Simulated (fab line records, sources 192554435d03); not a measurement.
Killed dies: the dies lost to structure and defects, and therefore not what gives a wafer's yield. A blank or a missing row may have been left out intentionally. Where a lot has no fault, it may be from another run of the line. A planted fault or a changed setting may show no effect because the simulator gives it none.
Which tool is to blame? :: flow n5-finfet :: 72 wafers sampled from 24 lots at 1 step of a route of 1938

WHAT THE GAUGES SHOWED, per wafer
N5_BEOL_M2_CD_MEAS_11: the cd target is 16.79 nm. Usual: cd-nm reads 16.78 nm (standard deviation 0.25).
lot: L074
measured: day 6 12:31
on: cd-sem-03
cd-nm (nm): 16.93 16.72 16.83
flag: 

lot: L075
measured: day 7 00:39
on: cd-sem-02
cd-nm (nm): 17.04 16.13 16.54
flag: 

lot: L076
measured: day 7 01:04
on: cd-sem-03
cd-nm (nm): 16.49 16.61 16.73
flag: 

lot: L077
measured: day 7 03:04
on: cd-sem-01
cd-nm (nm): 16.45 16.72 16.80
flag: 

lot: L078
measured: day 7 09:53
on: cd-sem-03
cd-nm (nm): 17.04 16.36 17.08
flag: 

lot: L079
measured: day 7 13:59
on: cd-sem-02
cd-nm (nm): 16.72 16.91 16.76
flag: 

lot: L080
measured: day 7 17:40
on: cd-sem-01
cd-nm (nm): 16.54 16.87 16.62
flag: 

lot: L081
measured: day 8 08:48
on: cd-sem-02
cd-nm (nm): 16.86 16.59 16.95
flag: 

lot: L082
measured: day 8 18:35
on: cd-sem-02
cd-nm (nm): 16.63 17.07 16.64
flag: 

lot: L083
measured: day 8 21:15
on: cd-sem-03
cd-nm (nm): 16.42 16.86 16.70
flag: 

lot: L084
measured: day 8 21:27
on: cd-sem-02
cd-nm (nm): 16.87 16.86 16.55
flag: 

lot: L085
measured: day 9 08:56
on: cd-sem-01
cd-nm (nm): 16.82 16.75 16.37
flag: 

lot: L086
measured: day 9 18:17
on: cd-sem-01
cd-nm (nm): 17.17 16.96 16.70
flag: 

lot: L088
measured: day 9 19:41
on: cd-sem-01
cd-nm (nm): 17.05 16.62 17.26
flag: 

lot: L087
measured: day 9 19:58
on: cd-sem-01
cd-nm (nm): 16.77 16.87 16.92
flag: 

lot: L089
measured: day 10 06:25
on: cd-sem-03
cd-nm (nm): 16.60 16.55 16.41
flag: 

lot: L090
measured: day 10 13:20
on: cd-sem-02
cd-nm (nm): 17.31 17.02 17.39
flag: 

lot: L091
measured: day 10 21:14
on: cd-sem-02
cd-nm (nm): 16.63 17.21 16.22
flag: 

lot: L092
measured: day 11 05:26
on: cd-sem-01
cd-nm (nm): 16.66 16.84 16.79
flag: 

lot: L093
measured: day 11 07:14
on: cd-sem-03
cd-nm (nm): 16.86 16.94 17.07
flag: 

lot: L094
measured: day 11 11:17
on: cd-sem-03
cd-nm (nm): 16.10 16.73 16.91
flag: 

lot: L095
measured: day 11 19:16
on: cd-sem-02
cd-nm (nm): 17.08 17.11 16.88
flag: 

lot: L096
measured: day 12 00:37
on: cd-sem-01
cd-nm (nm): 16.87 16.96 17.10
flag: 

lot: L097
measured: day 12 02:42
on: cd-sem-01
cd-nm (nm): 17.20 16.84 16.10
flag: 

WHICH TOOL RAN EACH LOT (tool, then ch and the chambers of the sampled wafers, then the start)
No process step before these readings appears in the record.

WHAT THE TOOLS THEMSELVES READ (means of the sampled wafers that have a number; where no wafer has one, the mark that the record gives instead)
The record holds no such reading with a usual standard deviation.

THE ANSWER, worked out from the rows above alone
Rule: a lot is off if the mean of its wafers that have a number lies more than 3 standard deviations from the usual mean. Also off: a lot with no number at a reading for which 4 or more lots have one. Where the step has rows for the other lots, those lots are counted as sound. First the gauges in route order, then the tools' own readings, where a lot's mean is used as printed above. The first step at which some lot is off is used, and at that step the reading that is off furthest; a lot without a number counts as furthest.
No lot is off at any reading shown: from this, nothing can be told.

WHAT THE SIMULATOR HAD PUT IN
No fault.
